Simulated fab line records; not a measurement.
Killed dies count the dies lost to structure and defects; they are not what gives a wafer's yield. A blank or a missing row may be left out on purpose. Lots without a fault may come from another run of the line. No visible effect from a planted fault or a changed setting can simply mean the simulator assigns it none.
Which tool did it? ; flow nand harc ; 13 lots with 39 wafers sampled at 6 steps, on a route of 1159 steps

WHAT THE GAUGES SHOWED, per wafer
NHARC_P_ZERO_WELL_CD_MEAS_52: target cd 2000 nm. Usual: 2000.8 nm for cd nm, sd 1.8.
lot;measured;on;cd nm (nm);flag
L996;day 1 23:56;cd sem-02;2002.9 2001.9 2001.5;
L997;day 2 05:58;cd sem-02;1995.9 2001.2 1998.3;
L998;day 2 11:48;cd sem-03;1999.2 2000.1 2000.5;
L999;day 2 17:53;cd sem-01;1999.8 2001.1 2000.2;
L101;day 3 05:53;cd sem-01;2000.0 2000.6 2002.7;
L102;day 3 11:50;cd sem-01;2000.2 1997.3 2000.1;
L103;day 3 17:40;cd sem-02;2001.0 1999.9 2001.0;
L106;day 4 11:58;cd sem-01;2001.5 2001.0 1999.0;
L109;day 5 05:44;cd sem-02;1999.2 2001.3 1998.8;
L112;day 5 23:31;cd sem-03;2003.0 1998.5 2000.4;
L113;day 6 05:37;cd sem-02;2003.1 1999.9 2003.2;
L116;day 6 23:38;cd sem-03;2002.0 2002.1 2003.1;
L118;day 7 11:29;cd sem-03;2000.2 2000.6 2000.7;

NHARC_P_STI_CD_MEAS_09: target cd 200 nm. Usual: 201 nm for cd nm, sd 3.2.
lot;measured;on;cd nm (nm);flag
L996;day 2 15:11;cd sem-02;203 202 201;
L997;day 2 23:13;cd sem-03;196 201 200;
L998;day 3 10:23;cd sem-03;199 196 197;
L999;day 3 10:13;cd sem-03;197 202 201;
L101;day 4 00:56;cd sem-01;198 201 196;
L102;day 4 05:02;cd sem-03;202 204 199;
L103;day 4 10:47;cd sem-02;204 204 202;
L106;day 5 07:28;cd sem-02;205 203 204;
L109;day 5 23:02;cd sem-02;201 195 198;
L112;day 6 17:40;cd sem-03;197 201 200;
L113;day 6 23:37;cd sem-02;202 203 200;
L116;day 7 18:37;cd sem-03;199 201 197;
L118;day 8 04:40;cd sem-02;196 202 201;

NHARC_P_STI_INSPECT_11. Usual: 5.3 for raw defect count, sd 2.8.
lot;measured;on;raw defect count;flag
L996;day 2 15:18;defect inspect-02;4 4 1;
L997;day 2 23:20;defect inspect-02;6 8 1;
L998;day 3 10:30;defect inspect-02;3 5 4;
L999;day 3 10:20;defect inspect-01;3 8 7;
L101;day 4 01:03;defect inspect-01;3 4 9;
L102;day 4 05:10;defect inspect-01;5 3 8;
L103;day 4 10:54;defect inspect-02;2 4 4;
L106;day 5 07:36;defect inspect-02;6 10 1;
L109;day 5 23:10;defect inspect-01;7 2 3;
L112;day 6 17:47;defect inspect-01;20 25 18;OFF
L113;day 6 23:44;defect inspect-01;3 4 6;
L116;day 7 18:44;defect inspect-01;3 6 6;
L118;day 8 04:48;defect inspect-01;8 5 8;

NHARC_END_SORT_01. Usual: killed at array 24, standard deviation 8.4; killed at other 0.7, standard deviation 1.1; killed at periphery 2.9, standard deviation 1.7; killed dies 27, standard deviation 8.6; killed open 3.3, standard deviation 1.8; killed short 1.8, standard deviation 1.4.
lot;measured;on;killed at array;killed at other;killed at periphery;killed dies;killed open;killed short;flag
L112;day 24 05:59;prober-02;25 31 30;2 0 1;12 19 13;39 50 44;5 4 2;3 2 1;OFF

TOOL THAT RAN EACH LOT (tool first, then ch and the chambers of the sampled wafers, then the start)
lot;NHARC_P_STI_HM_DEP_30;NHARC_P_STI_ETCH_15
L996;lpcvd-02 ch 1, day 2 10:55;rie si-06 ch 0,1,2, day 2 15:43
L997;lpcvd-02 ch 0, day 2 19:08;rie si-01 ch 0,1,3, day 2 23:46
L998;lpcvd-02 ch 0, day 3 06:16;rie si-01 ch 0,3, day 3 10:56
L999;lpcvd-02 ch 1, day 3 06:16;rie si-06 ch 2,3, day 3 10:45
L101;lpcvd-02 ch 0, day 3 20:52;rie si-06 ch 0,1,3, day 4 01:30
L102;lpcvd-01 ch 0, day 4 00:58;rie si-01 ch 1,2, day 4 05:36
L103;lpcvd-01 ch 0, day 4 06:46;rie si-06 ch 0,1,2, day 4 11:19
L106;lpcvd-01 ch 0, day 5 03:22;rie si-02 ch 1,2,3, day 5 08:01
L109;lpcvd-01 ch 0, day 5 18:53;rie si-06 ch 0,1,2, day 5 23:39
L112;lpcvd-02 ch 0, day 6 13:43;rie si-02 ch 1,2,3, day 6 18:11
L113;lpcvd-01 ch 0, day 6 19:40;rie si-06 ch 0,1,3, day 7 00:11
L116;lpcvd-01 ch 0, day 7 14:39;rie si-06 ch 0,2,3, day 7 19:11
L118;lpcvd-01 ch 1, day 8 00:32;rie si-02 ch 0,3, day 8 05:13
- NHARC_P_STI_HM_DEP_30: deposits Si3N4, target thk 80 nm, time 873 s.
- NHARC_P_STI_ETCH_15: etches the open film in HBr/Cl2, target depth 300 nm, time 100.1 s.

WHAT THE TOOLS THEMSELVES READ (means of the sampled wafers that have a number; where no wafer has one, the mark that the record gives instead)
NHARC_P_STI_HM_DEP_30. Usual: pressure mtorr 300.1 mTorr, standard deviation 0.62; spike tc bottom C 810.6 C, standard deviation 1.3; spike tc lower C 790.4 C, standard deviation 1.2.
lot;tool;pressure mtorr (mTorr);spike tc bottom C (C);spike tc lower C (C);flag
L996;lpcvd-02;300.2;810.1;791.2;
L997;lpcvd-02;299.2;811.8;789.8;
L998;lpcvd-02;300.1;811.4;789.0;
L999;lpcvd-02;299.7;810.0;790.8;
L101;lpcvd-02;300.4;812.3;789.2;
L102;lpcvd-01;299.9;810.3;791.5;
L103;lpcvd-01;299.8;811.2;790.9;
L106;lpcvd-01;300.1;810.0;790.2;
L109;lpcvd-01;300.5;809.8;791.2;
L112;lpcvd-02;299.4;812.4;788.8;
L113;lpcvd-01;300.7;811.3;791.2;
L116;lpcvd-01;300.7;810.1;790.2;
L118;lpcvd-01;299.5;809.1;790.8;

NHARC_P_STI_ETCH_15. Usual: drypump motor current A 5.7 A, standard deviation 0.42; oes product au 0.998 a.u., standard deviation 0.013; throttle valve pct 26.404 %, standard deviation 0.0093.
lot;tool;drypump motor current A (A);oes product au (a.u.);throttle valve pct (%);flag
L996;rie si-06;5.9;1.005;26.399;
L997;rie si-01;5.9;0.994;26.404;
L998;rie si-01;5.9;0.991;26.410;
L999;rie si-06;5.6;1.006;26.396;
L101;rie si-06;5.6;1.004;26.402;
L102;rie si-01;6.0;1.009;26.399;
L103;rie si-06;5.9;0.993;26.409;
L106;rie si-02;5.7;0.993;26.407;
L109;rie si-06;5.9;1.002;26.405;
L112;rie si-02;5.7;0.985;26.403;
L113;rie si-06;5.6;1.008;26.406;
L116;rie si-06;5.7;0.999;26.412;
L118;rie si-02;5.5;0.986;26.411;

THE ANSWER, worked out from the rows above alone
Rule: take the mean of a lot's wafers that have a number; if it is more than 3 standard deviations from the usual mean, the lot is off. A lot without any number at a reading at which 4 lots or more have one is off too. The other lots that the step has rows for count as sound. Order of review: gauges by route order, followed by the tools' own readings, for which a lot's mean as printed above is used. The first step at which some lot is off is used, and at that step the reading that is off furthest; a lot without a number counts as furthest.
Off: L112, at NHARC_P_STI_INSPECT_11 (raw defect count).
If a tool, at a process step before that reading, ran all the lots that are off and no sound lot after the first of them, it fits. Not tried: the gauges at NHARC_P_STI_INSPECT_11; whatever is off there is also off at NHARC_END_SORT_01, on other tools, and gauge error can't account for it. One fits: NHARC_P_STI_HM_DEP_30 on lpcvd-02. A fault onset in the window from L101 (day 3 20:52, its last sound lot) to L112 (day 6 13:43, its first lot off) fits.

WHAT THE SIMULATOR PUT IN
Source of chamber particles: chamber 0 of lpcvd-02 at NHARC_P_STI_HM_DEP_30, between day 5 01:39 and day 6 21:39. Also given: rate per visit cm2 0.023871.
Struck lots among those shown: L112. The rule above reached the same finding.
